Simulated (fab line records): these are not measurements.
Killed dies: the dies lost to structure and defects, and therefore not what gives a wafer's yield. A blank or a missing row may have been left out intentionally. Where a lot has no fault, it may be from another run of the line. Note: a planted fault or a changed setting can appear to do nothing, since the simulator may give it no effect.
fab line records	flow nandHarc
record lots=24	wafers=72	lastDay=33
route steps=1302 shown P_ZERO_WELL@44 P_GATE@141 P_CONTACT@219
lots that met no fault: from a run of the same line without faults
startH: hours from the record's first day to the start of the lot's first wafer shown	waitH: hours from the lot's prior step to this one	" same as the row above	L1.1+2: a single row standing in for several wafers	- value missing, or start not given	* or withheld: withheld	< > ~ a bound
route shown NAME@n: names a module that has steps shown in the file, with the first one's number in the route	usual: the fault-free wafers' mean and standard deviation	same: alike in all rows	chamber/n: place in a boat	sites: the reading at each site	_std_site: the standard deviation of these	_edge_site: the outer-site mean with the inner-site mean subtracted	radiusMm: for every site, how far away it sits from the centre of the wafer	mask NAME#n: copy n	behind: the tool/chamber that last shaped the wafer	hold: cause of the lot's hold/its duration in hours/its outcome	device: the transistor (n, p or np) that didn't switch	end of line: the route-end tests of the same wafers	for a step that has no rows: nothing shown but its recipe	killed: dies that structure and defects cost at the first sort, which is not the same as the wafer's yield	map: dies across one wafer; x = killed, . = not, _ = none there
set.NAME: the setting that was run; set.NAME@STEP: the one run at that earlier step	model.NAME: the simulator's own value behind a step, which no gauge read
a sample of lots followed through the steps of the route, with each step as a table and each wafer as a row
services: a tool's chamber out of use, with start hour (startH, from the record's first day; less than 0 if before it), hours out, and reason
## steps
# step NHARC_P_ZERO_WELL_CD_MEAS_37
# recipe targetCdNm=720	landingEnergyEv=500
# usual cdNm=719.5/2.8
lot.wafer	tool	chamber	startH	waitH	cdNm
L074.1	cdSem-01	0	24.23	-	720.3
L074.3	"	0	"	"	718.4
L074.5	"	0	"	"	715.7
L075.2	cdSem-03	0	34.25	-	723.7
L075.3	"	0	"	"	719.6
L075.4	"	0	"	"	721.4
L076.1	cdSem-02	0	44.20	-	721.0
L076.3	"	0	"	"	719.7
L076.4	"	0	"	"	716.2
L077.1	cdSem-01	0	54.00	-	722.3
L077.2	"	0	"	"	723.4
L077.6	"	0	"	"	723.3
L078.2	cdSem-03	0	63.99	-	715.6
L078.4	"	0	"	"	720.0
L078.6	"	0	"	"	719.3
L079.3	cdSem-02	0	74.13	-	721.4
L079.5	"	0	"	"	723.7
L079.6	"	0	"	"	721.9
L080.1	cdSem-02	0	84.09	-	721.8
L080.4	"	0	"	"	714.3
L080.5	"	0	"	"	716.0
L081.2	cdSem-03	0	94.11	-	719.8
L081.3	"	0	"	"	722.9
L081.6	"	0	"	"	718.1
L082.1	cdSem-01	0	104.38	-	723.0
L082.4	"	0	"	"	722.1
L082.5	"	0	"	"	722.4
L083.1	cdSem-01	0	114.22	-	721.4
L083.3	"	0	"	"	720.1
L083.5	"	0	"	"	716.8
L084.1	cdSem-03	0	124.86	-	723.1
L084.3	"	0	"	"	721.0
L084.5	"	0	"	"	714.8
L085.2	cdSem-03	0	134.11	-	714.4
L085.3	"	0	"	"	718.1
L085.6	"	0	"	"	718.0
L086.1	cdSem-01	0	144.09	-	721.2
L086.3	"	0	"	"	721.3
L086.4	"	0	"	"	724.5
L087.1	cdSem-02	0	153.96	-	719.2
L087.2	"	0	"	"	721.6
L087.6	"	0	"	"	723.0
L088.1	cdSem-03	0	164.08	-	720.6
L088.3	"	0	"	"	724.4
L088.5	"	0	"	"	723.9
L089.3	cdSem-01	0	174.65	-	717.8
L089.5	"	0	"	"	713.6
L089.6	"	0	"	"	714.5
L090.1	cdSem-03	0	184.24	-	719.1
L090.2	"	0	"	"	714.8
L090.4	"	0	"	"	719.2
L091.4	cdSem-02	0	194.01	-	721.8
L091.5	"	0	"	"	721.3
L091.6	"	0	"	"	718.6
L092.4	cdSem-02	0	204.10	-	718.8
L092.5	"	0	"	"	719.0
L092.6	"	0	"	"	718.6
L093.1	cdSem-01	0	215.50	-	721.3
L093.4	"	0	"	"	716.7
L093.5	"	0	"	"	718.7
L094.1	cdSem-02	0	224.13	-	712.7
L094.4	"	0	"	"	715.0
L094.5	"	0	"	"	719.3
L095.1	cdSem-02	0	234.24	-	723.9
L095.3	"	0	"	"	722.4
L095.5	"	0	"	"	722.3
L096.1	cdSem-02	0	244.00	-	720.9
L096.4	"	0	"	"	720.5
L096.6	"	0	"	"	720.3
L097.1	cdSem-03	0	254.51	-	721.1
L097.3	"	0	"	"	721.0
L097.4	"	0	"	"	718.4
# step NHARC_P_GATE_CD_MEAS_26
# recipe targetCdNm=120	landingEnergyEv=500
# usual cdNm=119.9/0.71
lot.wafer	tool	chamber	startH	waitH	cdNm
L074.1	cdSem-03	0	90.99	-	120.2
L074.3	"	0	"	"	119.9
L074.5	"	0	"	"	119.1
L075.2	cdSem-01	0	112.61	-	119.5
L075.3	"	0	"	"	119.8
L075.4	"	0	"	"	120.3
L076.1	cdSem-03	0	120.48	-	119.4
L076.3	"	0	"	"	118.8
L076.4	"	0	"	"	120.3
L077.1	cdSem-01	0	127.83	-	118.6
L077.2	"	0	"	"	120.2
L077.6	"	0	"	"	119.6
L078.2	cdSem-03	0	136.75	-	120.7
L078.4	"	0	"	"	119.9
L078.6	"	0	"	"	121.3
L079.3	cdSem-03	0	148.51	-	118.8
L079.5	"	0	"	"	119.7
L079.6	"	0	"	"	121.3
L080.1	cdSem-01	0	153.35	-	119.7
L080.4	"	0	"	"	119.4
L080.5	"	0	"	"	119.9
L081.2	cdSem-01	0	165.67	-	120.1
L081.3	"	0	"	"	119.6
L081.6	"	0	"	"	119.1
L082.1	cdSem-01	0	176.60	-	120.0
L082.4	"	0	"	"	120.1
L082.5	"	0	"	"	120.3
L083.1	cdSem-02	0	189.17	-	119.1
L083.3	"	0	"	"	117.8
L083.5	"	0	"	"	119.5
L084.1	cdSem-02	0	197.77	-	120.5
L084.3	"	0	"	"	119.9
L084.5	"	0	"	"	121.0
L085.2	cdSem-01	0	206.37	-	119.8
L085.3	"	0	"	"	119.2
L085.6	"	0	"	"	120.6
L086.1	cdSem-01	0	213.03	-	118.6
L086.3	"	0	"	"	119.1
L086.4	"	0	"	"	118.9
L087.1	cdSem-01	0	226.82	-	118.8
L087.2	"	0	"	"	120.0
L087.6	"	0	"	"	119.4
L088.1	cdSem-02	0	248.77	-	120.0
L088.3	"	0	"	"	120.7
L088.5	"	0	"	"	119.3
L089.3	cdSem-01	0	249.21	-	119.0
L089.5	"	0	"	"	120.6
L089.6	"	0	"	"	120.1
L090.1	cdSem-02	0	265.24	-	120.2
L090.2	"	0	"	"	120.9
L090.4	"	0	"	"	119.7
L091.4	cdSem-01	0	273.53	-	119.4
L091.5	"	0	"	"	119.6
L091.6	"	0	"	"	118.8
L092.4	cdSem-02	0	273.70	-	119.2
L092.5	"	0	"	"	119.0
L092.6	"	0	"	"	121.0
L093.1	cdSem-01	0	291.68	-	120.1
L093.4	"	0	"	"	119.9
L093.5	"	0	"	"	120.6
L094.1	cdSem-03	0	292.32	-	120.5
L094.4	"	0	"	"	120.7
L094.5	"	0	"	"	120.1
L095.1	cdSem-01	0	302.55	-	119.3
L095.3	"	0	"	"	119.7
L095.5	"	0	"	"	119.7
L096.1	cdSem-01	0	312.98	-	120.5
L096.4	"	0	"	"	119.4
L096.6	"	0	"	"	121.4
L097.1	cdSem-03	0	330.26	-	119.3
L097.3	"	0	"	"	119.7
L097.4	"	0	"	"	119.0
# step NHARC_P_CONTACT_CMP_01
# recipe targetThkNm=200	material=SiO2
# usual motorCurrentA=12.1/1.5
lot.wafer	tool	chamber	startH	waitH	motorCurrentA
L074.1	cmp-01	3	110.32	-	10.4
L074.3	"	2	"	"	13.5
L074.5	"	3	"	"	10.4
L075.3	cmp-04	1	131.91	-	15.4
L075.4	"	3	"	"	11.4
L075.2	"	0	"	"	10.8
L076.1	cmp-04	3	140.30	-	10.5
L076.4	"	0	"	"	10.8
L076.3	"	2	"	"	13.3
L077.2	cmp-01	2	147.22	-	12.6
L077.1	"	3	"	"	10.2
L077.6	"	1	"	"	13.3
L078.2	cmp-01	3	159.46	-	10.6
L078.4	"	1	"	"	12.7
L078.6	"	3	"	"	10.5
L079.3	cmp-01	0	169.85	-	10.6
L079.6	"	0	"	"	10.7
L079.5	"	1	"	"	13.2
L080.4	cmp-01	3	172.70	-	10.8
L080.1	"	0	"	"	10.1
L080.5	"	3	"	"	10.3
L081.2	cmp-04	1	185.00	-	16.2
L081.3	"	3	"	"	11.5
L081.6	"	0	"	"	10.5
L082.1	cmp-04	2	195.75	-	13.2
L082.4	"	3	"	"	11.5
L082.5	"	2	"	"	13.4
L083.1	cmp-04	0	208.72	-	11.4
L083.3	"	2	"	"	12.9
L083.5	"	3	"	"	11.0
L084.1	cmp-01	0	219.02	-	10.7
L084.3	"	3	"	"	10.3
L084.5	"	0	"	"	10.1
L085.2	cmp-01	0	227.87	-	10.5
L085.3	"	1	"	"	13.1
L085.6	"	3	"	"	11.1
L086.3	cmp-01	0	232.36	-	10.8
L086.1	"	1	"	"	13.2
L086.4	"	3	"	"	10.8
L087.2	cmp-01	2	246.23	-	13.1
L087.1	"	3	"	"	10.7
L087.6	"	3	"	"	10.3
L088.3	cmp-01	2	268.66	-	12.6
L088.1	"	3	"	"	10.3
L088.5	"	1	"	"	13.0
L089.3	cmp-02	3	269.09	-	11.8
L089.6	"	1	"	"	13.0
L089.5	"	2	"	"	11.2
L090.1	cmp-04	2	286.64	-	13.1
L090.4	"	3	"	"	11.7
L090.2	"	0	"	"	11.0
L091.4	cmp-01	2	293.01	-	12.9
L091.5	"	0	"	"	10.3
L091.6	"	1	"	"	13.5
L092.4	cmp-04	1	293.13	-	16.0
L092.5	"	1	"	"	15.2
L092.6	"	2	"	"	12.8
L093.1	cmp-01	0	311.10	-	10.6
L093.4	"	1	"	"	13.7
L093.5	"	3	"	"	10.1
L094.4	cmp-02	0	311.80	-	11.4
L094.1	"	1	"	"	13.2
L094.5	"	3	"	"	12.0
L095.3	cmp-02	2	321.84	-	11.3
L095.1	"	0	"	"	11.3
L095.5	"	2	"	"	11.8
L096.1	cmp-01	3	332.01	-	10.6
L096.4	"	1	"	"	13.5
L096.6	"	3	"	"	10.2
L097.3	cmp-02	3	350.65	-	11.6
L097.1	"	0	"	"	11.8
L097.4	"	1	"	"	12.9
# step NHARC_P_CONTACT_OVL_MEAS_13
# usual overlayXNm=0.4/0.79	overlayYNm=0.0/0.84
lot.wafer	tool	chamber	startH	waitH	overlayXNm	overlayYNm
L074.1	overlay-01	-	111.26	-	0.7	0.2
L074.3	"	-	"	"	0.6	-0.2
L074.5	"	-	"	"	0.6	-0.2
L075.2	overlay-02	-	132.82	-	0.3	0.4
L075.3	"	-	"	"	0.3	0.3
L075.4	"	-	"	"	1.1	-0.4
L076.1	overlay-01	-	141.22	-	-1.1	-0.9
L076.3	"	-	"	"	-0.8	-0.7
L076.4	"	-	"	"	-0.9	-0.4
L077.1	overlay-02	-	147.99	-	0.1	0.4
L077.2	"	-	"	"	0.1	0.5
L077.6	"	-	"	"	0.0	0.6
L078.2	overlay-01	-	160.36	-	1.2	-0.7
L078.4	"	-	"	"	1.1	-0.8
L078.6	"	-	"	"	1.0	-0.8
L079.3	overlay-01	-	170.78	-	-0.3	0.0
L079.5	"	-	"	"	-0.2	0.3
L079.6	"	-	"	"	-0.5	0.0
L080.1	overlay-02	-	173.49	-	0.2	1.4
L080.4	"	-	"	"	0.0	0.8
L080.5	"	-	"	"	-0.7	1.1
L081.2	overlay-01	-	185.89	-	0.0	0.1
L081.3	"	-	"	"	0.5	-0.1
L081.6	"	-	"	"	0.1	0.0
L082.1	overlay-02	-	196.64	-	1.1	0.3
L082.4	"	-	"	"	1.0	0.0
L082.5	"	-	"	"	0.8	0.3
L083.1	overlay-01	-	209.61	-	1.8	-0.7
L083.3	"	-	"	"	1.1	-0.6
L083.5	"	-	"	"	1.5	-1.2
L084.1	overlay-02	-	219.93	-	0.9	-0.3
L084.3	"	-	"	"	1.4	-0.4
L084.5	"	-	"	"	0.9	-0.2
L085.2	overlay-02	-	228.76	-	-0.1	0.5
L085.3	"	-	"	"	0.0	0.7
L085.6	"	-	"	"	-0.1	0.4
L086.1	overlay-01	-	233.28	-	0.8	-1.5
L086.3	"	-	"	"	1.2	-2.0
L086.4	"	-	"	"	0.5	-1.6
L087.1	overlay-02	-	247.02	-	-0.1	0.4
L087.2	"	-	"	"	0.2	0.4
L087.6	"	-	"	"	0.4	0.3
L088.1	overlay-02	-	269.56	-	1.9	0.4
L088.3	"	-	"	"	1.8	0.7
L088.5	"	-	"	"	1.7	0.3
L089.3	overlay-01	-	269.95	-	1.3	0.4
L089.5	"	-	"	"	1.3	0.1
L089.6	"	-	"	"	1.4	0.2
L090.1	overlay-01	-	287.43	-	1.0	0.6
L090.2	"	-	"	"	0.6	0.1
L090.4	"	-	"	"	0.9	0.1
L091.4	overlay-01	-	293.89	-	1.1	2.2
L091.5	"	-	"	"	0.8	2.0
L091.6	"	-	"	"	0.8	2.5
L092.4	overlay-02	-	294.06	-	0.7	-1.3
L092.5	"	-	"	"	0.4	-1.7
L092.6	"	-	"	"	0.4	-1.7
L093.1	overlay-02	-	311.97	-	-0.7	0.1
L093.4	"	-	"	"	-0.6	0.0
L093.5	"	-	"	"	-0.2	0.2
L094.1	overlay-02	-	312.69	-	-0.6	0.9
L094.4	"	-	"	"	-0.1	0.7
L094.5	"	-	"	"	-0.5	0.4
L095.1	overlay-01	-	322.76	-	-1.3	-0.3
L095.3	"	-	"	"	-0.9	0.0
L095.5	"	-	"	"	-0.5	-0.4
L096.1	overlay-01	-	332.79	-	0.2	-1.3
L096.4	"	-	"	"	0.3	-1.1
L096.6	"	-	"	"	0.3	-1.3
L097.1	overlay-01	-	351.54	-	-0.5	0.6
L097.3	"	-	"	"	0.3	0.5
L097.4	"	-	"	"	-0.5	0.8
# step NHARC_P_CONTACT_DESCUM_17
# recipe timeS=3	o2FlowSccm=200	arFlowSccm=0	biasPowerW=0	chemistry=O2
# usual drypumpMotorCurrentA=5.8/0.32	o2FlowSccm=200.1/0.64	oesProductAu=1.002/0.016	rfVppV=57.9/0.94	showerheadPlenumPTorr=1.90/0.091	throttleValvePct=11.310/0.0089
lot.wafer	tool	chamber	startH	waitH	drypumpMotorCurrentA	o2FlowSccm	oesProductAu	rfHoursCounterH	rfVppV	showerheadPlenumPTorr	throttleValvePct
L074.3	rieDiel-01	3	111.36	0.1	5.8	199.6	0.997	2.3	56.9	1.80	11.305
L074.1	"	0	"	"	6.0	200.0	0.981	2.2	57.7	1.89	11.304
L074.5	"	0	"	"	6.1	197.7	0.976	-	57.9	1.89	11.300
L075.4	rieDiel-01	2	132.92	0.1	6.3	199.9	1.014	3.1	57.3	1.83	11.307
L075.3	"	0	"	"	6.1	199.3	0.975	2.9	57.8	1.89	11.319
L075.2	"	1	"	"	5.9	200.5	0.985	3.0	58.3	1.82	11.307
L076.4	rieDiel-12	2	141.32	0.1	5.1	199.6	1.013	1.2	57.0	1.80	11.302
L076.3	"	0	"	"	6.2	200.2	0.995	0.9	57.6	1.86	11.321
L076.1	"	1	"	"	5.6	198.5	0.990	1.2	60.0	2.04	11.292
L077.2	rieDiel-05	1	148.09	0.1	6.0	199.8	0.993	5.1	57.5	1.93	11.318
L077.1	"	3	"	"	5.8	200.1	1.000	3.7	57.6	1.89	11.321
L077.6	"	2	"	"	5.8	199.3	1.002	-	58.4	1.98	11.297
L078.4	rieDiel-12	2	160.47	0.1	5.2	200.5	1.013	1.8	57.1	1.80	11.311
L078.2	"	3	"	"	5.7	201.3	1.020	1.5	58.0	2.07	11.329
L078.6	"	0	"	"	6.2	200.4	0.991	-	59.8	1.86	11.325
L079.3	rieDiel-01	1	170.88	0.1	5.9	198.9	0.977	3.8	57.9	1.82	11.305
L079.5	"	0	"	"	6.0	199.9	0.972	-	58.6	1.89	11.309
L079.6	"	1	"	"	5.9	200.5	0.968	-	57.2	1.82	11.309
L080.1	rieDiel-01	0	173.60	0.1	6.1	199.5	0.970	4.0	57.9	1.89	11.303
L080.4	"	1	"	"	5.9	200.1	0.974	4.2	57.5	1.82	11.296
L080.5	"	0	"	"	6.1	200.8	0.982	-	57.6	1.89	11.303
L081.2	rieDiel-01	3	186.00	0.1	5.7	199.9	1.002	4.6	58.0	1.79	11.318
L081.3	"	0	"	"	6.1	200.0	0.986	4.6	57.7	1.89	11.321
L081.6	"	3	"	"	5.8	198.8	0.996	-	59.1	1.79	11.311
L082.1	rieDiel-05	2	196.76	0.1	5.8	200.5	0.992	7.8	59.4	1.98	11.321
L082.4	"	1	"	"	6.0	200.5	1.009	-	56.8	1.93	11.322
L082.5	"	2	"	"	5.8	200.3	0.987	-	57.5	1.98	11.317
L083.3	rieDiel-05	2	209.72	0.1	5.8	199.0	0.992	9.2	57.8	1.98	11.308
L083.1	"	0	"	"	6.0	200.0	0.987	6.9	57.2	1.80	11.300
L083.5	"	0	"	"	6.0	200.9	0.986	-	59.6	1.80	11.306
L084.1	rieDiel-05	1	220.05	0.1	6.0	200.5	1.013	9.3	58.7	1.93	11.320
L084.3	"	1	"	"	6.0	200.5	1.009	-	58.6	1.93	11.304
L084.5	"	1	"	"	6.0	201.1	1.010	-	57.2	1.93	11.298
L085.2	rieDiel-12	1	228.86	0.1	5.6	199.5	0.990	3.1	58.0	2.04	11.301
L085.3	"	2	"	"	5.1	200.8	1.018	3.3	55.9	1.80	11.300
L085.6	"	0	"	"	6.2	201.5	1.000	-	57.9	1.86	11.313
L086.1	rieDiel-12	1	233.38	0.1	5.6	199.5	1.008	3.5	59.1	2.03	11.319
L086.4	"	2	"	"	5.1	199.5	1.020	3.8	56.5	1.80	11.318
L086.3	"	3	"	"	5.7	200.9	1.020	3.7	58.7	2.07	11.309
L087.2	rieDiel-05	2	247.12	0.1	5.8	200.1	1.026	0.1	58.0	1.98	11.298
L087.1	"	1	"	"	6.0	200.5	1.006	0.1	57.9	1.93	11.304
L087.6	"	2	"	"	5.8	200.0	1.021	-	56.7	1.98	11.296
L088.1	rieDiel-05	2	269.65	0.1	5.8	199.8	1.029	1.6	57.5	1.98	11.301
L088.3	"	1	"	"	6.0	200.8	0.998	1.8	57.6	1.93	11.306
L088.5	"	2	"	"	5.8	200.0	1.036	-	59.1	1.98	11.315
L089.3	rieDiel-01	3	270.07	0.1	5.8	200.3	1.007	1.1	56.1	1.79	11.302
L089.5	"	1	"	"	5.9	200.0	0.996	-	58.3	1.82	11.303
L089.6	"	2	"	"	6.3	199.6	1.012	-	58.1	1.83	11.309
L090.4	rieDiel-12	0	287.53	0.1	6.2	200.5	1.005	0.2	58.0	1.86	11.305
L090.2	"	1	"	"	5.6	199.7	0.973	0.1	56.9	2.03	11.320
L090.1	"	3	"	"	5.7	200.8	0.999	0.1	57.7	2.07	11.310
L091.5	rieDiel-12	1	294.02	0.1	5.6	200.0	0.978	-	58.6	2.03	11.310
L091.6	"	2	"	"	5.1	200.3	1.014	-	57.7	1.80	11.319
L091.4	"	0	"	"	6.2	200.2	1.003	-	57.9	1.86	11.315
L092.4	rieDiel-01	3	294.16	0.1	5.8	199.6	1.015	2.0	57.8	1.79	11.291
L092.6	"	2	"	"	6.4	201.3	1.016	-	57.0	1.83	11.312
L092.5	"	3	"	"	5.7	199.7	1.007	-	57.5	1.79	11.298
L093.1	rieDiel-12	1	312.07	0.1	5.6	201.7	0.991	1.6	56.7	2.03	11.310
L093.4	"	0	"	"	6.2	200.4	0.991	1.3	58.3	1.86	11.306
L093.5	"	1	"	"	5.6	199.7	0.993	-	56.9	2.03	11.315
L094.1	rieDiel-05	3	312.80	0.1	5.8	201.0	1.040	3.7	58.2	1.89	11.314
L094.4	"	1	"	"	6.0	199.4	1.009	3.9	57.6	1.93	11.293
L094.5	"	3	"	"	5.8	199.9	1.033	-	56.9	1.89	11.316
L095.3	rieDiel-12	3	322.88	0.1	5.7	199.1	1.008	1.5	59.4	2.07	11.310
L095.1	"	0	"	"	6.2	200.1	1.003	1.7	58.1	1.86	11.315
L095.5	"	2	"	"	5.1	200.4	1.010	-	58.4	1.80	11.325
L096.4	rieDiel-05	0	332.89	0.1	5.9	199.1	0.997	4.4	57.3	1.80	11.308
L096.1	"	1	"	"	6.0	200.4	1.009	4.5	59.0	1.93	11.315
L096.6	"	3	"	"	5.8	200.5	1.027	-	58.6	1.89	11.303
L097.1	rieDiel-12	2	351.64	0.1	5.2	199.9	1.006	2.8	58.4	1.80	11.310
L097.3	"	3	"	"	5.7	200.4	0.994	2.2	57.5	2.07	11.321
L097.4	"	1	"	"	5.6	200.5	0.983	2.5	58.9	2.03	11.304
# step NHARC_P_CONTACT_ETCH_36
# recipe targetDepthA=2600	overEtchFrac=0.25	timeS=406.25	ionEnergyEv=200	n2FlowSccm=150	h2FlowSccm=150	arFlowSccm=0	rfW=400	biasW=150	chemistry=N2/H2
# usual drypumpMotorCurrentA=5.8/0.31	oesProductAu=1.002/0.016	rfVppV=429.9/2.8	showerheadPlenumPTorr=2.02/0.1	throttleValvePct=14.172/0.009
lot.wafer	tool	chamber	startH	waitH	drypumpMotorCurrentA	oesProductAu	rfHoursCounterH	rfVppV	showerheadPlenumPTorr	throttleValvePct
L074.3	rieDiel-01	1	-	-	5.9	0.974	2.4	427.8	1.94	14.171
L074.1	"	2	"	"	6.3	0.997	2.3	430.0	1.95	14.180
L074.5	"	2	"	"	6.3	0.997	-	427.3	1.95	14.178
L075.3	rieDiel-01	0	-	-	6.1	0.977	3.0	430.3	2.01	14.173
L075.4	"	2	"	"	6.4	1.015	3.2	427.0	1.95	14.163
L075.2	"	3	"	"	5.8	0.999	3.1	426.7	1.91	14.168
L076.3	rieDiel-12	3	-	-	5.7	1.019	1.0	435.8	2.21	14.161
L076.4	"	1	"	"	5.6	1.002	1.3	434.8	2.17	14.168
L076.1	"	2	"	"	5.1	1.014	1.3	425.8	1.92	14.168
L077.1	rieDiel-05	2	-	-	5.8	1.004	5.6	433.4	2.12	14.176
L077.2	"	3	"	"	5.8	1.007	3.8	430.0	2.01	14.173
L077.6	"	3	"	"	5.8	1.010	-	429.8	2.01	14.167
L078.4	rieDiel-12	2	-	-	5.2	1.024	1.8	427.1	1.92	14.151
L078.2	"	1	"	"	5.6	0.999	1.8	434.4	2.17	14.169
L078.6	"	2	"	"	5.2	1.020	-	426.7	1.92	14.164
L079.3	rieDiel-01	3	-	-	5.8	0.997	3.9	427.5	1.91	14.193
L079.6	"	0	"	"	6.1	0.986	-	431.5	2.01	14.180
L079.5	"	1	"	"	5.9	0.983	-	427.1	1.94	14.165
L080.1	rieDiel-01	0	-	-	6.1	0.976	4.1	427.6	2.01	14.169
L080.4	"	2	"	"	6.4	0.992	4.2	428.3	1.95	14.162
L080.5	"	1	"	"	5.8	0.982	-	428.2	1.94	14.169
L081.3	rieDiel-01	2	-	-	6.3	1.008	4.6	428.5	1.95	14.169
L081.2	"	3	"	"	5.7	0.993	4.7	426.9	1.91	14.168
L081.6	"	2	"	"	6.4	1.002	-	426.6	1.95	14.179
L082.1	rieDiel-05	1	-	-	6.0	1.003	7.4	430.9	2.06	14.172
L082.5	"	2	"	"	5.8	0.989	-	432.1	2.11	14.167
L082.4	"	1	"	"	6.0	1.011	-	431.7	2.06	14.162
L083.1	rieDiel-05	0	-	-	6.0	0.982	7.0	425.9	1.91	14.163
L083.3	"	1	"	"	6.0	1.012	8.8	431.4	2.06	14.177
L083.5	"	2	"	"	5.9	0.994	-	432.4	2.11	14.175
L084.1	rieDiel-05	2	220.35	0.2	5.8	1.012	10.0	432.6	2.11	14.169
L084.3	"	1	"	"	6.0	1.010	-	430.7	2.06	14.169
L084.5	"	2	"	"	5.8	1.006	-	432.5	2.11	14.174
L085.3	rieDiel-12	3	-	-	5.7	1.021	3.2	434.5	2.21	14.175
L085.2	"	1	"	"	5.6	0.999	3.2	432.0	2.17	14.167
L085.6	"	2	"	"	5.1	1.020	-	427.8	1.92	14.201
L086.1	rieDiel-12	1	-	-	5.6	1.000	3.6	434.2	2.17	14.166
L086.3	"	2	"	"	5.1	1.013	3.9	427.3	1.92	14.166
L086.4	"	3	"	"	5.7	1.019	3.8	434.3	2.21	14.169
L087.1	rieDiel-05	0	-	-	6.0	1.007	0.3	427.9	1.91	14.189
L087.2	"	2	"	"	5.8	1.034	0.2	431.9	2.11	14.194
L087.6	"	0	"	"	6.0	0.996	-	426.3	1.91	14.179
L088.1	rieDiel-05	3	-	-	5.8	1.027	1.6	428.8	2.01	14.175
L088.3	"	0	"	"	6.0	0.995	1.8	427.5	1.91	14.161
L088.5	"	3	"	"	5.8	1.049	-	429.8	2.01	14.173
L089.3	rieDiel-01	3	-	-	5.8	1.005	1.2	428.1	1.91	14.166
L089.5	"	2	"	"	6.3	1.027	-	428.9	1.95	14.174
L089.6	"	3	"	"	5.8	1.002	-	426.7	1.91	14.184
L090.4	rieDiel-12	1	-	-	5.6	0.969	0.2	435.7	2.17	14.175
L090.1	"	2	"	"	5.2	1.013	0.2	427.3	1.92	14.162
L090.2	"	0	"	"	6.2	1.008	0.2	429.1	1.98	14.156
L091.6	rieDiel-12	2	-	-	5.1	1.021	-	427.9	1.92	14.165
L091.4	"	0	"	"	6.2	0.995	-	428.9	1.98	14.177
L091.5	"	1	"	"	5.6	0.980	-	436.0	2.17	14.186
L092.4	rieDiel-01	1	-	-	5.9	0.994	2.1	427.6	1.94	14.179
L092.6	"	3	"	"	5.8	1.004	-	426.2	1.91	14.175
L092.5	"	0	"	"	6.1	0.993	-	429.9	2.01	14.165
L093.1	rieDiel-12	3	-	-	5.7	1.015	0.9	434.9	2.21	14.172
L093.4	"	0	"	"	6.2	0.998	1.4	428.9	1.98	14.188
L093.5	"	2	"	"	5.2	1.017	-	427.2	1.92	14.179
L094.1	rieDiel-05	1	-	-	6.0	0.992	4.0	432.7	2.06	14.164
L094.4	"	2	"	"	5.8	1.026	4.1	431.1	2.11	14.157
L094.5	"	0	"	"	6.0	0.985	-	427.8	1.91	14.184
L095.1	rieDiel-12	0	-	-	6.2	0.998	1.8	429.8	1.98	14.182
L095.3	"	1	"	"	5.6	0.974	2.1	433.5	2.17	14.169
L095.5	"	0	"	"	6.2	0.983	-	430.2	1.98	14.173
L096.1	rieDiel-05	3	-	-	5.8	1.041	4.5	430.4	2.01	14.181
L096.4	"	0	"	"	6.0	1.000	4.5	428.9	1.91	14.170
L096.6	"	3	"	"	5.8	1.030	-	430.5	2.01	14.182
L097.4	rieDiel-12	3	-	-	5.7	0.998	2.3	434.1	2.21	14.175
L097.1	"	0	"	"	6.2	1.007	2.4	428.7	1.98	14.166
L097.3	"	1	"	"	5.6	0.989	2.5	432.8	2.17	14.183
## services
tool	chamber	startH	hours	kind
cmp-01	-	87.54	4.0	pm
rieDiel-12	-	91.49	9.0	pm
rieDiel-05	3	103.47	12.2	repair
rieDiel-05	0	105.38	10.8	repair
rieDiel-12	2	123.81	3.2	repair
rieDiel-01	2	135.30	10.5	repair
rieDiel-05	3	159.24	77.6	repair
cmp-01	-	183.68	11.9	repair
cmp-01	-	195.60	4.0	pm
rieDiel-01	-	203.80	9.0	pm
rieDiel-05	0	215.11	18.6	repair
cmp-01	-	219.26	0.3	repair
rieDiel-12	3	220.02	7.5	repair
rieDiel-12	0	221.73	5.2	repair
rieDiel-05	-	229.60	9.0	pm
rieDiel-12	-	268.51	9.0	pm
cmp-01	-	272.84	5.5	repair
rieDiel-01	-	276.34	0.8	repair
rieDiel-12	-	281.84	0.7	repair
rieDiel-05	-	291.86	2.9	repair
rieDiel-12	3	293.25	15.9	repair
rieDiel-01	-	301.00	0.1	repair
rieDiel-12	0	305.73	4.8	repair
rieDiel-01	-	332.76	0.3	repair
## key
fault none
